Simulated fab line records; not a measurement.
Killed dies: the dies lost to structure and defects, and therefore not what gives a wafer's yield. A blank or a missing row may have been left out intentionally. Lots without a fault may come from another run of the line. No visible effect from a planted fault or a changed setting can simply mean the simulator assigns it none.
Matching of chambers	flow nand-harc	pecvd-03 running NHARC_A_STAIRCASE_DEP_156: 3 sister chambers
The step deposits SiNx, target thk 50 nm. 3 wafers are shown with their chamber, then 7 later ones without.

## WAFERS, EACH WITH ITS CHAMBER
wafer	chamber	heater-power-w (W)
L390.6	2	554
L392.1	1	750
L392.2	0	780

## WAFERS WHOSE CHAMBER IS MISSING
wafer	heater-power-w (W)
L392.3	543
L395.3	958
L395.4	974
L395.5	772
L396.4	790
L396.5	553
L396.6	986

## EACH ONE'S CHAMBER
wafer	from the rows above	in truth
L392.3	can't be placed: 2 or 1 or 0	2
L395.3	can't be placed: 0 or 1 or 2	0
L395.4	can't be placed: 0 or 1 or 2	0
L395.5	can't be placed: 0 or 1 or 2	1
L396.4	can't be placed: 0 or 1 or 2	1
L396.5	can't be placed: 2 or 1 or 0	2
L396.6	can't be placed: 0 or 1 or 2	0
0 of 7 placed correctly. From these rows, 7 cannot be placed; in 7 the true chamber is one of the candidates. Number placed wrongly: 0.
How it was worked out, from the rows above alone: a wafer's distance from a chamber is the root of the sum, over the readings, of the square of ((its reading less the chamber's mean) divided by the reading's scatter). The wafer belongs to the nearest chamber; if the next one is less than 2 further off, it can't be placed. Each chamber's mean is taken over the wafers shown for it. The scatter (one wafer shown for each chamber): square how far every hidden wafer sits from the nearest shown wafer, average those squares and take the square root.
